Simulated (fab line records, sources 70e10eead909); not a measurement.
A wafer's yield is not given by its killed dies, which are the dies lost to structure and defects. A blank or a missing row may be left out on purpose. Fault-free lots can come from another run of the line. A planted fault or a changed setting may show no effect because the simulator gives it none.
Matching of chambers / flow nandHarc / 4 sister chambers for NHARC_P_BONDPAD_ETCH_37 on rieDiel-12
The step etches the open film in N2/H2, target depth 60 nm, overetch 18 nm, time 65.91 s. 4 wafers are shown with their chamber, then 8 later ones without.

## WAFERS PAIRED WITH THEIR CHAMBERS
wafer=L083.5; chamber=3; showerheadPlenumPTorr (Torr)=2.07
wafer=L086.2; chamber=1; showerheadPlenumPTorr (Torr)=2.03
wafer=L086.4; chamber=0; showerheadPlenumPTorr (Torr)=2.11
wafer=L089.3; chamber=2; showerheadPlenumPTorr (Torr)=2.02

## WAFERS MISSING THEIR CHAMBER
wafer=L089.4; showerheadPlenumPTorr (Torr)=2.07
wafer=L089.5; showerheadPlenumPTorr (Torr)=2.03
wafer=L094.2; showerheadPlenumPTorr (Torr)=2.07
wafer=L094.5; showerheadPlenumPTorr (Torr)=2.11
wafer=L094.6; showerheadPlenumPTorr (Torr)=2.07
wafer=L097.2; showerheadPlenumPTorr (Torr)=2.06
wafer=L097.5; showerheadPlenumPTorr (Torr)=2.11
wafer=L097.6; showerheadPlenumPTorr (Torr)=2.03

## WHICH CHAMBER EACH WENT THROUGH
wafer=L089.4; from the rows above=3; in truth=3
wafer=L089.5; from the rows above=1; in truth=1
wafer=L094.2; from the rows above=3; in truth=3
wafer=L094.5; from the rows above=0; in truth=0
wafer=L094.6; from the rows above=3; in truth=3
wafer=L097.2; from the rows above=3; in truth=3
wafer=L097.5; from the rows above=0; in truth=0
wafer=L097.6; from the rows above=1; in truth=1
8 of 8 placed correctly. Can't be placed from these rows: 0. Number placed wrongly: 0.
How it was worked out, from the rows above alone: a wafer's distance from a chamber is the root of the sum, over the readings, of the square of ((its reading less the chamber's mean) divided by the reading's scatter). The wafer belongs to the nearest chamber; if the next one is less than 2 further off, it can't be placed. For every chamber, the mean is computed from those of its wafers that are shown. The scatter (one wafer shown for each chamber): square how far every hidden wafer sits from the nearest shown wafer, average those squares and take the square root.
